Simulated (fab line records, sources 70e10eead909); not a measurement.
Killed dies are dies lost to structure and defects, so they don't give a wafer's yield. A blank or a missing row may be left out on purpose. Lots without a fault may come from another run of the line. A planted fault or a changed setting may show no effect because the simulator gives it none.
Which tool did it? | flow nand_harc | 6 lots, 18 wafers sampled, at 5 steps of a route of 1302

WHAT THE GAUGES READ, wafer by wafer
NHARC_END_SORT_01.
lot  | measured     | on        | killed_at_array
L688 | day 25 10:02 | prober-01 | 87 75 87
L700 | day 29 07:08 | prober-01 | 47 60 45

WHICH TOOL RAN EACH LOT (tool, then ch and the chambers of the sampled wafers, then the start)
lot  | NHARC_A_STAIRCASE_STRIP_255         | NHARC_THIN_TSV_PVD_51                   | NHARC_THIN_TSV_DEGAS_53      | NHARC_THIN_TSV_ETCH_59
L688 | wet_bench-02 ch 3,6,7, day 16 17:13 | pvd_sputter-03, day 25 00:28 or earlier | pvd_sputter-03, day 25 00:28 | rie_metal-03 ch 0,1, day 25 01:55
L693 | wet_bench-01 ch 1,2,3, day 19 00:03 | pvd_sputter-02, day 26 12:08 or earlier | pvd_sputter-02, day 26 12:08 | rie_metal-02 ch 0,1, day 26 13:38
L695 | wet_bench-09 ch 4,5,7, day 19 18:55 | pvd_sputter-01, day 27 14:31 or earlier | pvd_sputter-01, day 27 14:31 | rie_metal-03 ch 0,1, day 27 15:51
L700 | wet_bench-09 ch 0,1,7, day 21 03:56 | pvd_sputter-03, day 28 14:38 or earlier | pvd_sputter-02, day 28 14:38 | rie_metal-02 ch 0,1, day 28 16:09
L708 | wet_bench-02 ch 2,3,4, day 25 15:20 | pvd_sputter-02, day 33 08:01 or earlier | pvd_sputter-01, day 33 08:01 | rie_metal-02 ch 0,1, day 33 09:27
L709 | wet_bench-01 ch 0,1,7, day 25 22:53 | pvd_sputter-02, day 34 03:53 or earlier | pvd_sputter-02, day 34 03:53 | rie_metal-02 ch 0,1, day 34 05:19
- NHARC_A_STAIRCASE_STRIP_255: strips in SPM, time 900 s.
- NHARC_THIN_TSV_PVD_51: deposits Cu, target thk 100 nm.
- NHARC_THIN_TSV_DEGAS_53: time 60 s.
- NHARC_THIN_TSV_ETCH_59: etches the open film in Cl2/BCl3, target depth 880 nm, time 138.1 s.

THE ANSWER, worked out from the rows above alone
Rule: what is usual is taken from the lots themselves. Put in order of their means at a reading, lots are off if they are a third of the lots or fewer, leave a main group of 4 or more, and stand apart from it by a gap of 3 or more times the standard deviation of the main group's means; of several such gaps the widest counts. A main group whose means are all the same, to the digits that the tables above print for the reading, isn't used. A lot without any number at a reading at which 4 lots or more have one is off too. The other lots that the step has rows for count as sound.
No lot is off at any reading shown: from this, nothing can be told.

WHAT THE SIMULATOR HAD PUT IN
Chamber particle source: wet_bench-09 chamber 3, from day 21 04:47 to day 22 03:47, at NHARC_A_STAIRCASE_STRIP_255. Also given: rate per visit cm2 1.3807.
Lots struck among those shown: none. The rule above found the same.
